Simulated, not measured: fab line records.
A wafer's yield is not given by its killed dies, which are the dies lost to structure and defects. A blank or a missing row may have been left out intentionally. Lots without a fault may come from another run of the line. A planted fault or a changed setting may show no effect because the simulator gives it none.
fab line records + flow n5-finfet
record
- lots=7
- wafers=18
- last-day=17
route steps=1938 shown BEOL_M9@1407
lots that met no fault: taken from a fault-free run of the same line
start-h: hours from the record's first day to the start of the lot's first wafer shown + wait-h: hours from the lot's prior step to this one + " same as the row above + L1.1+2: one row covering several wafers at once + - value missing, or start not given + * or withheld: withheld + < > ~ a bound
route shown NAME@n: NAME is a module with steps in the file, n the number in the route of the first one + usual: average and standard deviation across the fault-free wafers + same: alike in all rows + chamber/n: place in a boat + sites: the reading at each site + _std_site: the standard deviation of these + _edge_site: the outer-site mean with the inner-site mean subtracted + radius-mm: for every site, how far away it sits from the centre of the wafer + mask NAME#n: copy n + behind: the most recent tool/chamber to have shaped the wafer + hold: why the lot was held/for how many hours/how that ended + device: which transistor (n, p or np) failed to switch + end of line: the same wafers' tests at the end of the route + a step given without rows: its recipe and nothing more + killed: count of dies lost to structure and defects at first sort (not the wafer's yield) + map: per-die view of a wafer (x killed, . not killed, _ where there is no die)
set.NAME: setting as actually run; set.NAME@STEP: the setting as run at that earlier step + model.NAME: the simulator's own value behind a step, which no gauge read
lots at selected steps of the route; one table per step, one row per wafer
services: from which hour (start-h, from the record's first day; less than 0 if before it) a tool's chamber was out of use, for how many hours, and why
## steps
# step N5_BEOL_M9_COAT_60
# recipe
- resist=SiARC
- temp-c=220
- time-s=60
- spin-rpm=1500
- resist-thk-nm=30
# step N5_BEOL_M9_COAT_05
# recipe
- resist=CAR-ArF
- spin-rpm=1500
- resist-thk-nm=90
# step N5_BEOL_M9_EBR_07
# recipe
- solvent=PGMEA
- ebr-width-mm=1.5
# step N5_BEOL_M9_SOFTBAKE_06
# recipe
- temp-c=110
- time-s=60
- resist=CAR-ArF
# step N5_BEOL_M9_EXPOSE_08
# recipe
- mask-id=M9
- na=1.35
- source-shape=dipole
- sigma-inner=0.411
- sigma-outer=0.611
- polarization=te
- dose-mj=53.75
# step N5_BEOL_M9_PEB_09
# recipe
- peb-temp-c=withheld
- peb-time-s=60
- resist=CAR-ArF
# step N5_BEOL_M9_DEVELOP_10
# recipe
- develop-time-s=30
- developer=TMAH
- resist=CAR-ArF
- rinse-liquid=diw
- dry=air-spin
- dev-temp-c=23
# step N5_BEOL_M9_CD_MEAS_11
# recipe
- target-cd-nm=64.1
- landing-energy-ev=500
- detector=se-inlens
- polarity=opening
# usual
- cd-nm=64.1/0.57
# same
- landing-energy-ev=500
| lot.wafer | tool      | chamber | start-h | wait-h | cd-nm |
|-----------|-----------|---------|---------|--------|-------|
| L150.4    | cd-sem-02 | 0       | 251.12  | -      | 63.7  |
| L150.5    | "         | 0       | "       | "      | 63.8  |
| L150.6    | "         | 0       | "       | "      | 64.5  |
| L153.1    | cd-sem-01 | 0       | 259.34  | -      | 63.6  |
| L153.3    | "         | 0       | "       | "      | 64.3  |
| L153.6    | "         | 0       | "       | "      | 63.5  |
| L155.1    | cd-sem-03 | 0       | 296.15  | -      | 64.1  |
| L155.3    | "         | 0       | "       | "      | 63.5  |
| L155.4    | "         | 0       | "       | "      | 64.6  |
| L156.1    | cd-sem-03 | 0       | 296.47  | -      | 63.9  |
| L156.6    | "         | 0       | "       | "      | 63.9  |
| L160.2    | cd-sem-01 | 0       | 321.09  | -      | 64.0  |
| L160.6    | "         | 0       | "       | "      | 64.2  |
| L161.1    | cd-sem-02 | 0       | 323.49  | -      | 64.4  |
| L161.3    | "         | 0       | "       | "      | 63.7  |
| L163.1    | cd-sem-03 | 0       | 341.27  | -      | 64.5  |
| L163.3    | "         | 0       | "       | "      | 64.8  |
| L163.5    | "         | 0       | "       | "      | 64.7  |
# step N5_BEOL_M9_OVL_MEAS_12
# recipe
- points-per-wafer=44
# usual
- M9_OVL=-0.3/0.76
| lot.wafer | tool       | chamber | start-h | wait-h | M9_OVL[nm] |
|-----------|------------|---------|---------|--------|------------|
| L150.4    | overlay-02 | 0       | 251.15  | 0.0    | -0.1       |
| L150.5    | "          | 0       | "       | "      | -0.6       |
| L150.6    | "          | 0       | "       | "      | -0.8       |
| L153.1    | overlay-02 | 0       | 259.37  | 0.0    | 0.0        |
| L153.3    | "          | 0       | "       | "      | 0.1        |
| L153.6    | "          | 0       | "       | "      | 0.1        |
| L155.1    | overlay-01 | 0       | 296.18  | 0.0    | 0.4        |
| L155.3    | "          | 0       | "       | "      | 0.1        |
| L155.4    | "          | 0       | "       | "      | 0.4        |
| L156.1    | overlay-01 | 0       | 296.50  | 0.0    | -1.0       |
| L156.6    | "          | 0       | "       | "      | -0.6       |
| L160.2    | overlay-01 | 0       | 321.12  | 0.0    | -1.1       |
| L160.6    | "          | 0       | "       | "      | -0.8       |
| L161.1    | overlay-01 | 0       | 323.52  | 0.0    | 0.7        |
| L161.3    | "          | 0       | "       | "      | 0.4        |
| L163.1    | overlay-02 | 0       | 341.30  | 0.0    | 0.1        |
| L163.3    | "          | 0       | "       | "      | 0.1        |
| L163.5    | "          | 0       | "       | "      | -0.1       |
# step N5_BEOL_M9_INSPECT_13
# recipe
- mode=adi
- inspect-instrument=brightfield
# usual
- raw-defect-count=429/86
| lot.wafer | tool              | chamber | start-h | wait-h | raw-defect-count |
|-----------|-------------------|---------|---------|--------|------------------|
| L150.4    | defect-inspect-02 | -       | 251.17  | 0.0    | 347              |
| L150.5    | "                 | -       | "       | "      | 495              |
| L150.6    | "                 | -       | "       | "      | 451              |
| L153.1    | defect-inspect-02 | -       | 259.39  | 0.0    | 525              |
| L153.3    | "                 | -       | "       | "      | 558              |
| L153.6    | "                 | -       | "       | "      | 528              |
| L155.1    | defect-inspect-02 | -       | 296.20  | 0.0    | 370              |
| L155.3    | "                 | -       | "       | "      | 372              |
| L155.4    | "                 | -       | "       | "      | 332              |
| L156.1    | defect-inspect-01 | -       | 296.53  | 0.0    | 325              |
| L156.6    | "                 | -       | "       | "      | 472              |
| L160.2    | defect-inspect-01 | -       | 321.15  | 0.0    | 295              |
| L160.6    | "                 | -       | "       | "      | 334              |
| L161.1    | defect-inspect-01 | -       | 323.55  | 0.0    | 362              |
| L161.3    | "                 | -       | "       | "      | 510              |
| L163.1    | defect-inspect-01 | -       | 341.32  | 0.0    | 558              |
| L163.3    | "                 | -       | "       | "      | 505              |
| L163.5    | "                 | -       | "       | "      | 421              |
# step N5_BEOL_M9_DESCUM_16
# recipe
- chemistry=O2
- time-s=7.9
- source-power-w=50
- bias-power-w=20
- pressure-mtorr=20
- rf-frequency-hz=2.712e+07
- temp-c=40
- resist=CAR-ArF
- o2-flow-sccm=225
# usual
- drypump-motor-current-A=5.6/0.34
- o2-flow-sccm=225.0/0.62
- oes-product-au=0.80/0.092
- rf-vpp-V=243.2/1.5
- showerhead-plenum-p-Torr=2.09/0.071
- throttle-valve-pct=20.34/0.23
| lot.wafer | tool        | chamber | start-h | wait-h | drypump-motor-current-A | o2-flow-sccm | oes-product-au | rf-hours-counter-h | rf-vpp-V | showerhead-plenum-p-Torr | throttle-valve-pct |
|-----------|-------------|---------|---------|--------|-------------------------|--------------|----------------|--------------------|----------|--------------------------|--------------------|
| L150.4    | rie-diel-05 | 1       | 251.62  | 0.5    | 5.1                     | 224.8        | 0.84           | 55                 | 242.5    | 2.13                     | 20.25              |
| L150.5    | "           | 1       | "       | "      | 5.1                     | 226.0        | 0.84           | -                  | 243.2    | 2.13                     | 20.25              |
| L150.6    | "           | 0       | "       | "      | 5.3                     | 224.4        | 0.72           | -                  | 243.5    | 2.06                     | 20.22              |
| L153.1    | rie-diel-05 | 2       | 259.43  | 0.0    | 5.9                     | 223.8        | 0.71           | 174                | 243.4    | 2.07                     | 20.21              |
| L153.3    | "           | 1       | "       | "      | 5.1                     | 225.1        | 0.83           | 57                 | 244.0    | 2.13                     | 20.28              |
| L153.6    | "           | 0       | "       | "      | 5.3                     | 225.0        | 0.71           | -                  | 243.5    | 2.06                     | 20.25              |
| L155.1    | rie-diel-02 | 3       | 296.36  | 0.2    | 5.5                     | 225.8        | 0.88           | 21                 | 242.5    | 2.03                     | 20.45              |
| L155.3    | "           | 1       | "       | "      | 5.9                     | 224.7        | 0.91           | 12                 | 245.6    | 2.16                     | 20.07              |
| L155.4    | "           | 2       | "       | "      | 5.6                     | 224.3        | 0.90           | 21                 | 244.7    | 2.13                     | 20.03              |
| L156.1    | rie-diel-05 | 3       | 296.71  | 0.2    | 6.3                     | 224.1        | 0.90           | 30                 | 244.2    | 2.22                     | 20.44              |
| L156.6    | "           | 0       | "       | "      | 5.3                     | 224.7        | 0.71           | -                  | 241.0    | 2.05                     | 20.25              |
| L160.2    | rie-diel-05 | 3       | 321.18  | 0.0    | 6.3                     | 225.0        | 0.89           | 38                 | 244.4    | 2.21                     | 20.45              |
| L160.6    | "           | 3       | "       | "      | 6.3                     | 225.1        | 0.88           | -                  | 247.4    | 2.21                     | 20.45              |
| L161.1    | rie-diel-05 | 2       | 323.58  | 0.0    | 5.8                     | 225.0        | 0.71           | 193                | 242.5    | 2.07                     | 20.25              |
| L161.3    | "           | 3       | "       | "      | 6.3                     | 224.8        | 0.87           | 39                 | 245.5    | 2.21                     | 20.44              |
| L163.1    | rie-diel-02 | 1       | 341.47  | 0.1    | 5.8                     | 225.7        | 0.90           | 26                 | 243.6    | 2.15                     | 20.10              |
| L163.3    | "           | 2       | "       | "      | 5.7                     | 224.9        | 0.87           | 40                 | 243.3    | 2.12                     | 20.07              |
| L163.5    | "           | 0       | "       | "      | 5.3                     | 224.9        | 0.69           | -                  | 241.1    | 1.98                     | 20.58              |
# step N5_BEOL_M9_ETCH_61
# recipe
- chemistry=CF4
- target=SiARC
- target-depth-a=390
- mask-material=CAR-ArF
- time-s=65
- ion-energy-ev=80
- pressure-mtorr=40
- source-w=545
- bias-w=36
- Ar_flow_sccm=100
- cf4-flow-sccm=100
- ends=cleared
# usual
- drypump-motor-current-A=5.6/0.34
- etch-rf-on-time-s=65.8/1.6
- oes-product-au=0.68/0.081
- rf-vpp-V=184.2/1.1
- showerhead-plenum-p-Torr=2.15/0.069
- throttle-valve-pct=15.56/0.23
| lot.wafer | tool        | chamber | start-h | wait-h | drypump-motor-current-A | etch-rf-on-time-s | oes-product-au | rf-hours-counter-h | rf-vpp-V | showerhead-plenum-p-Torr | throttle-valve-pct |
|-----------|-------------|---------|---------|--------|-------------------------|-------------------|----------------|--------------------|----------|--------------------------|--------------------|
| L150.4    | rie-diel-05 | 1       | 251.66  | 0.0    | 5.1                     | 65.1              | 0.72           | 55                 | 185.3    | 2.18                     | 15.45              |
| L150.5    | "           | 1       | "       | "      | 5.1                     | 64.7              | 0.72           | -                  | 184.1    | 2.18                     | 15.46              |
| L150.6    | "           | 0       | "       | "      | 5.3                     | 67.8              | 0.60           | -                  | 183.9    | 2.12                     | 15.61              |
| L153.1    | rie-diel-05 | 2       | 259.46  | 0.0    | 5.8                     | 64.7              | 0.62           | 174                | 183.1    | 2.13                     | 15.45              |
| L153.3    | "           | 1       | "       | "      | 5.1                     | 65.0              | 0.72           | 57                 | 184.1    | 2.18                     | 15.47              |
| L153.6    | "           | 0       | "       | "      | 5.3                     | 66.7              | 0.61           | -                  | 184.7    | 2.12                     | 15.63              |
| L155.1    | rie-diel-02 | 3       | 296.39  | 0.0    | 5.5                     | 63.6              | 0.77           | 21                 | 183.4    | 2.09                     | 15.57              |
| L155.3    | "           | 1       | "       | "      | 5.8                     | 65.9              | 0.77           | 12                 | 184.1    | 2.19                     | 15.16              |
| L155.4    | "           | 2       | "       | "      | 5.7                     | 64.2              | 0.78           | 21                 | 183.7    | 2.18                     | 15.22              |
| L156.1    | rie-diel-05 | 3       | 296.74  | 0.0    | 6.3                     | 66.0              | 0.76           | 30                 | 185.7    | 2.27                     | 15.60              |
| L156.6    | "           | 0       | "       | "      | 5.3                     | 66.3              | 0.60           | -                  | 184.0    | 2.12                     | 15.63              |
| L160.2    | rie-diel-05 | 3       | 321.21  | 0.0    | 6.3                     | 65.9              | 0.75           | 38                 | 185.2    | 2.26                     | 15.62              |
| L160.6    | "           | 3       | "       | "      | 6.3                     | 65.6              | 0.76           | -                  | 186.3    | 2.26                     | 15.61              |
| L161.1    | rie-diel-05 | 2       | 323.61  | 0.0    | 5.9                     | 63.8              | 0.61           | 193                | 184.8    | 2.12                     | 15.50              |
| L161.3    | "           | 3       | "       | "      | 6.3                     | 65.7              | 0.74           | 39                 | 184.0    | 2.26                     | 15.60              |
| L163.1    | rie-diel-02 | 1       | 341.51  | 0.0    | 5.9                     | 66.8              | 0.74           | 26                 | 184.4    | 2.18                     | 15.19              |
| L163.3    | "           | 2       | "       | "      | 5.7                     | 64.9              | 0.75           | 40                 | 184.1    | 2.18                     | 15.27              |
| L163.5    | "           | 0       | "       | "      | 5.3                     | 67.5              | 0.58           | -                  | 182.9    | 2.03                     | 15.86              |
# step N5_BEOL_M9_ETCH_62
# recipe
- chemistry=N2/H2
- target=SOC
- target-depth-a=1100
- overetch-a=220
- mask-material=SiARC
- temp-c=40
- time-s=165
- ion-energy-ev=200
- pressure-mtorr=30
- source-w=840
- bias-w=150
- n2-flow-sccm=200
- h2-flow-sccm=200
# usual
- drypump-motor-current-A=5.6/0.35
- oes-product-au=0.68/0.076
- rf-vpp-V=524.1/2.5
- showerhead-plenum-p-Torr=2.55/0.09
- throttle-valve-pct=17.77/0.21
| lot.wafer | tool        | chamber | start-h | wait-h | drypump-motor-current-A | oes-product-au | rf-hours-counter-h | rf-vpp-V | showerhead-plenum-p-Torr | throttle-valve-pct | model.SiARC_of_BEOL_M9_COAT_60.thk-nm |
|-----------|-------------|---------|---------|--------|-------------------------|----------------|--------------------|----------|--------------------------|--------------------|---------------------------------------|
| L150.4    | rie-diel-05 | 1       | 251.71  | 0.0    | 5.1                     | 0.71           | 55                 | 524.2    | 2.58                     | 17.59              | 23.6                                  |
| L150.5    | "           | 1       | "       | "      | 5.1                     | 0.71           | -                  | 524.2    | 2.58                     | 17.58              | 23.6                                  |
| L150.6    | "           | 0       | "       | "      | 5.3                     | 0.61           | -                  | 524.1    | 2.51                     | 17.68              | 23.6                                  |
| L153.1    | rie-diel-05 | 2       | 259.51  | 0.0    | 5.9                     | 0.62           | 174                | 524.3    | 2.52                     | 17.56              | 23.6                                  |
| L153.3    | "           | 1       | "       | "      | 5.1                     | 0.71           | 57                 | 522.8    | 2.58                     | 17.59              | 23.6                                  |
| L153.6    | "           | 0       | "       | "      | 5.3                     | 0.61           | -                  | 524.1    | 2.51                     | 17.69              | 23.6                                  |
| L155.1    | rie-diel-02 | 3       | 296.44  | 0.0    | 5.5                     | 0.75           | 21                 | 521.6    | 2.48                     | 17.83              | 23.4                                  |
| L155.3    | "           | 1       | "       | "      | 5.8                     | 0.77           | 12                 | 525.9    | 2.62                     | 17.42              | 23.4                                  |
| L155.4    | "           | 2       | "       | "      | 5.7                     | 0.77           | 21                 | 526.5    | 2.61                     | 17.63              | 23.4                                  |
| L156.1    | rie-diel-05 | 3       | 296.79  | 0.0    | 6.4                     | 0.70           | 30                 | 526.5    | 2.71                     | 17.92              | 22.4                                  |
| L156.6    | "           | 0       | "       | "      | 5.3                     | 0.56           | -                  | 522.6    | 2.51                     | 17.69              | 22.6                                  |
| L160.2    | rie-diel-05 | 3       | 321.26  | 0.0    | 6.3                     | 0.75           | 38                 | 527.2    | 2.71                     | 17.94              | 23.6                                  |
| L160.6    | "           | 3       | "       | "      | 6.3                     | 0.69           | -                  | 527.7    | 2.71                     | 17.91              | 22.6                                  |
| L161.1    | rie-diel-05 | 2       | 323.66  | 0.0    | 5.9                     | 0.56           | 193                | 523.6    | 2.51                     | 17.59              | 22.4                                  |
| L161.3    | "           | 3       | "       | "      | 6.3                     | 0.74           | 39                 | 527.3    | 2.71                     | 17.92              | 23.4                                  |
| L163.1    | rie-diel-02 | 1       | 341.56  | 0.0    | 5.9                     | 0.75           | 26                 | 525.8    | 2.61                     | 17.44              | 23.8                                  |
| L163.3    | "           | 2       | "       | "      | 5.7                     | 0.74           | 40                 | 524.3    | 2.60                     | 17.66              | 23.6                                  |
| L163.5    | "           | 0       | "       | "      | 5.3                     | 0.59           | -                  | 520.4    | 2.41                     | 18.01              | 23.8                                  |
# step N5_BEOL_M9_STRIP_68
# recipe
- chemistry=N2/H2
- temp-c=40
- n2-flow-sccm=200
- h2-flow-sccm=200
- rf-frequency-hz=6e+07
# step N5_BEOL_M9_STRIP_67
# recipe
- chemistry=CF4
- resist=SiARC
- power-w=300
- bias-power-w=75
- pressure-mtorr=50
- cf4-flow-sccm=150
- rf-frequency-hz=6e+07
# usual
- drypump-motor-current-A=5.6/0.35
- oes-product-au=0.80/0.089
- rf-vpp-V=271.3/1.4
- showerhead-plenum-p-Torr=1.80/0.056
- throttle-valve-pct=13.54/0.26
| lot.wafer | tool        | chamber | start-h | wait-h | drypump-motor-current-A | oes-product-au | rf-hours-counter-h | rf-vpp-V | showerhead-plenum-p-Torr | throttle-valve-pct |
|-----------|-------------|---------|---------|--------|-------------------------|----------------|--------------------|----------|--------------------------|--------------------|
| L150.4    | rie-diel-05 | 1       | 251.85  | 0.0    | 5.1                     | 0.83           | 55                 | 271.3    | 1.84                     | 13.44              |
| L150.5    | "           | 1       | "       | "      | 5.1                     | 0.84           | -                  | 272.9    | 1.84                     | 13.45              |
| L150.6    | "           | 0       | "       | "      | 5.3                     | 0.73           | -                  | 270.9    | 1.78                     | 13.62              |
| L153.1    | rie-diel-05 | 2       | 259.66  | 0.0    | 5.9                     | 0.72           | 174                | 269.5    | 1.78                     | 13.43              |
| L153.3    | "           | 1       | "       | "      | 5.1                     | 0.83           | 57                 | 271.5    | 1.84                     | 13.45              |
| L153.6    | "           | 0       | "       | "      | 5.3                     | 0.72           | -                  | 270.4    | 1.78                     | 13.63              |
| L155.1    | rie-diel-02 | 3       | 296.59  | 0.0    | 5.5                     | 0.89           | 21                 | 271.3    | 1.75                     | 13.49              |
| L155.3    | "           | 1       | "       | "      | 5.9                     | 0.92           | 13                 | 272.9    | 1.82                     | 13.09              |
| L155.4    | "           | 2       | "       | "      | 5.6                     | 0.91           | 21                 | 272.9    | 1.82                     | 13.18              |
| L156.1    | rie-diel-05 | 3       | 296.94  | 0.0    | 6.3                     | 0.89           | 30                 | 272.7    | 1.90                     | 13.52              |
| L156.6    | "           | 0       | "       | "      | 5.3                     | 0.72           | -                  | 270.0    | 1.77                     | 13.64              |
| L160.2    | rie-diel-05 | 3       | 321.41  | 0.0    | 6.3                     | 0.88           | 38                 | 274.6    | 1.89                     | 13.53              |
| L160.6    | "           | 3       | "       | "      | 6.3                     | 0.89           | -                  | 274.0    | 1.89                     | 13.55              |
| L161.1    | rie-diel-05 | 2       | 323.81  | 0.0    | 5.8                     | 0.71           | 193                | 271.3    | 1.77                     | 13.50              |
| L161.3    | "           | 3       | "       | "      | 6.3                     | 0.87           | 39                 | 273.5    | 1.89                     | 13.55              |
| L163.1    | rie-diel-02 | 1       | 341.70  | 0.0    | 5.8                     | 0.88           | 26                 | 271.3    | 1.82                     | 13.13              |
| L163.3    | "           | 2       | "       | "      | 5.7                     | 0.86           | 40                 | 272.0    | 1.82                     | 13.20              |
| L163.5    | "           | 0       | "       | "      | 5.3                     | 0.70           | -                  | 268.9    | 1.72                     | 13.92              |
# step N5_BEOL_M9_HM_OPEN_17
# recipe
- chemistry=Cl2/BCl3
- target-depth-a=200
- overetch-a=60
- target=TiN
- mask-material=SOC
- ion-energy-ev=150
- pressure-mtorr=10
- icp-w=1000
- bias-w=126
- Cl2_flow_sccm=53.25
- bcl3-flow-sccm=21.75
- Ar_flow_sccm=25
# usual
- drypump-motor-current-A=5.8/0.42
- oes-product-au=0.70/0.064
- throttle-valve-pct=22.16/0.24
| lot.wafer | tool         | chamber | start-h | wait-h | drypump-motor-current-A | oes-product-au | rf-hours-counter-h | throttle-valve-pct | model.etch.depth-nm |
|-----------|--------------|---------|---------|--------|-------------------------|----------------|--------------------|--------------------|---------------------|
| L150.4    | rie-metal-03 | 1       | 251.92  | 0.1    | 5.8                     | 0.75           | -                  | 21.91              | 19.86               |
| L150.5    | "            | 1       | "       | "      | 5.8                     | 0.76           | -                  | 21.90              | 20.1                |
| L150.6    | "            | 0       | "       | "      | 5.7                     | 0.77           | -                  | 22.02              | 19.97               |
| L153.1    | rie-metal-03 | 0       | 259.70  | 0.0    | 5.7                     | 0.76           | 11                 | 22.01              | 19.91               |
| L153.3    | "            | 1       | "       | "      | 5.8                     | 0.75           | -                  | 21.89              | 19.84               |
| L153.6    | "            | 1       | "       | "      | 5.8                     | 0.75           | -                  | 21.91              | 19.79               |
| L155.1    | rie-metal-01 | 0       | 296.63  | 0.0    | 5.7                     | 0.63           | 63                 | 22.06              | 19.86               |
| L155.3    | "            | 1       | "       | "      | 6.2                     | 0.60           | -                  | 22.62              | 20.32               |
| L155.4    | "            | 0       | "       | "      | 5.7                     | 0.63           | -                  | 22.06              | 19.97               |
| L156.1    | rie-metal-03 | 0       | 296.98  | 0.0    | 5.7                     | 0.70           | 13                 | 22.13              | 17.22               |
| L156.6    | "            | 0       | "       | "      | 5.7                     | 0.70           | -                  | 22.14              | 17.09               |
| L160.2    | rie-metal-01 | 1       | 321.45  | 0.0    | 6.3                     | 0.59           | 78                 | 22.63              | 20.31               |
| L160.6    | "            | 0       | "       | "      | 5.7                     | 0.59           | -                  | 22.15              | 17.81               |
| L161.1    | rie-metal-02 | 0       | 323.85  | 0.0    | 5.1                     | 0.65           | 21                 | 22.42              | 17.26               |
| L161.3    | "            | 1       | "       | "      | 6.4                     | 0.74           | -                  | 22.18              | 20.06               |
| L163.1    | rie-metal-02 | 0       | 341.74  | 0.0    | 5.1                     | 0.69           | 23                 | 22.32              | 20.11               |
| L163.3    | "            | 1       | "       | "      | 6.4                     | 0.73           | -                  | 22.18              | 19.94               |
| L163.5    | "            | 1       | "       | "      | 6.4                     | 0.73           | -                  | 22.18              | 20.09               |
# step N5_BEOL_M9_STRIP_19
# recipe
- chemistry=O2
- power-w=400
- temp-c=40
- pressure-mtorr=30
- rf-frequency-hz=6e+07
- bias-power-w=0
- overash-fraction=0.2
- o2-flow-sccm=225
# usual
- drypump-motor-current-A=5.6/0.31
- o2-flow-sccm=225.1/0.71
- oes-product-au=0.81/0.098
- rf-vpp-V=3.7/0.62
- showerhead-plenum-p-Torr=2.09/0.07
- throttle-valve-pct=16.59/0.26
| lot.wafer | tool        | chamber | start-h | wait-h | drypump-motor-current-A | o2-flow-sccm | oes-product-au | rf-hours-counter-h | rf-vpp-V | showerhead-plenum-p-Torr | throttle-valve-pct |
|-----------|-------------|---------|---------|--------|-------------------------|--------------|----------------|--------------------|----------|--------------------------|--------------------|
| L150.4    | rie-diel-05 | 3       | 252.02  | 0.1    | 6.3                     | 225.2        | 0.91           | 18                 | 4.3      | 2.22                     | 16.60              |
| L150.5    | "           | 1       | "       | "      | 5.1                     | 225.3        | 0.83           | -                  | 3.7      | 2.13                     | 16.48              |
| L150.6    | "           | 0       | "       | "      | 5.3                     | 225.3        | 0.71           | -                  | 3.4      | 2.06                     | 16.58              |
| L153.1    | rie-diel-02 | 2       | 259.81  | 0.1    | 5.6                     | 225.1        | 0.93           | 9                  | 4.1      | 2.14                     | 16.26              |
| L153.3    | "           | 0       | "       | "      | 5.3                     | 224.9        | 0.70           | 204                | 3.6      | 1.99                     | 16.82              |
| L153.6    | "           | 3       | "       | "      | 5.5                     | 226.4        | 0.90           | -                  | 3.3      | 2.04                     | 16.62              |
| L155.1    | rie-diel-05 | 1       | 296.96  | 0.3    | 5.1                     | 224.6        | 0.81           | 67                 | 3.3      | 2.13                     | 16.50              |
| L155.3    | "           | 0       | "       | "      | 5.3                     | 224.0        | 0.71           | 200                | 3.3      | 2.06                     | 16.59              |
| L155.4    | "           | 2       | "       | "      | 5.9                     | 225.2        | 0.71           | 184                | 3.9      | 2.07                     | 16.49              |
| L156.1    | rie-diel-04 | 3       | 297.15  | 0.1    | 5.5                     | 224.3        | 0.68           | 249                | 2.9      | 1.98                     | 17.11              |
| L156.6    | "           | 2       | "       | "      | 5.7                     | 224.7        | 0.91           | -                  | 3.4      | 2.04                     | 16.25              |
| L160.2    | rie-diel-05 | 2       | 321.56  | 0.1    | 5.9                     | 226.4        | 0.70           | 193                | 4.6      | 2.07                     | 16.51              |
| L160.6    | "           | 3       | "       | "      | 6.3                     | 224.8        | 0.87           | -                  | 3.8      | 2.22                     | 16.66              |
| L161.1    | rie-diel-04 | 2       | 323.96  | 0.1    | 5.8                     | 225.1        | 0.88           | 30                 | 3.1      | 2.04                     | 16.26              |
| L161.3    | "           | 0       | "       | "      | 5.7                     | 226.6        | 0.69           | 227                | 3.2      | 2.07                     | 17.10              |
| L163.1    | rie-diel-04 | 0       | 341.85  | 0.1    | 5.7                     | 224.4        | 0.68           | 233                | 3.6      | 2.07                     | 17.12              |
| L163.3    | "           | 2       | "       | "      | 5.8                     | 225.5        | 0.88           | 37                 | 2.8      | 2.04                     | 16.27              |
| L163.5    | "           | 0       | "       | "      | 5.7                     | 225.3        | 0.69           | -                  | 4.4      | 2.07                     | 17.12              |
## services
| tool         | chamber | start-h | hours | kind                          |
|--------------|---------|---------|-------|-------------------------------|
| rie-diel-02  | 1       | 228.55  | -     | clean                         |
| rie-diel-02  | 1       | 228.55  | -     | consumable-replace:focus-ring |
| rie-diel-02  | 1       | 228.55  | 24.3  | scheduled-down                |
| rie-diel-02  | 1       | 228.55  | 24.3  | vent-cycle                    |
| rie-metal-02 | -       | 235.86  | 2.8   | pm                            |
| rie-diel-04  | 2       | 240.24  | 10.5  | repair                        |
| rie-metal-01 | -       | 242.61  | 0.2   | repair                        |
| rie-diel-02  | -       | 257.01  | 2.8   | pm                            |
| rie-diel-02  | 3       | 261.30  | 17.6  | repair                        |
| rie-diel-04  | 3       | 301.26  | -     | clean                         |
| rie-diel-04  | 3       | 301.26  | -     | consumable-replace:focus-ring |
| rie-diel-04  | 3       | 301.26  | -     | consumable-replace:showerhead |
| rie-diel-04  | 3       | 301.26  | 23.8  | scheduled-down                |
| rie-diel-04  | 3       | 301.26  | 23.8  | vent-cycle                    |
| rie-diel-02  | 1       | 307.24  | 11.4  | repair                        |
| rie-diel-05  | -       | 330.98  | 14.6  | pm                            |
## key
first-sign none at tools or gauges
model-effect
- step=N5_BEOL_M9_ETCH_62
- value=SiARC_of_BEOL_M9_COAT_60.thk-nm
- without=23.55
- struck=22.5
model-effect
- step=N5_BEOL_M9_HM_OPEN_17
- value=etch.depth-nm
- without=19.85
- struck=17.35
met-at N5_BEOL_M9_ETCH_62
struck-wafers L156.1,L156.6,L160.6,L161.1
onset-between 259.51 296.79
fault
- kind=process-parameter-drift
- tool=rie-diel-05
- chamber=-
- onset-h=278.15
- steps=N5_BEOL_M9_ETCH_62
- channel=time-s
- offset=*
- shape=step
- end-h=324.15
- scope=struck-wafers-only
- acts-in=*
- stated=*
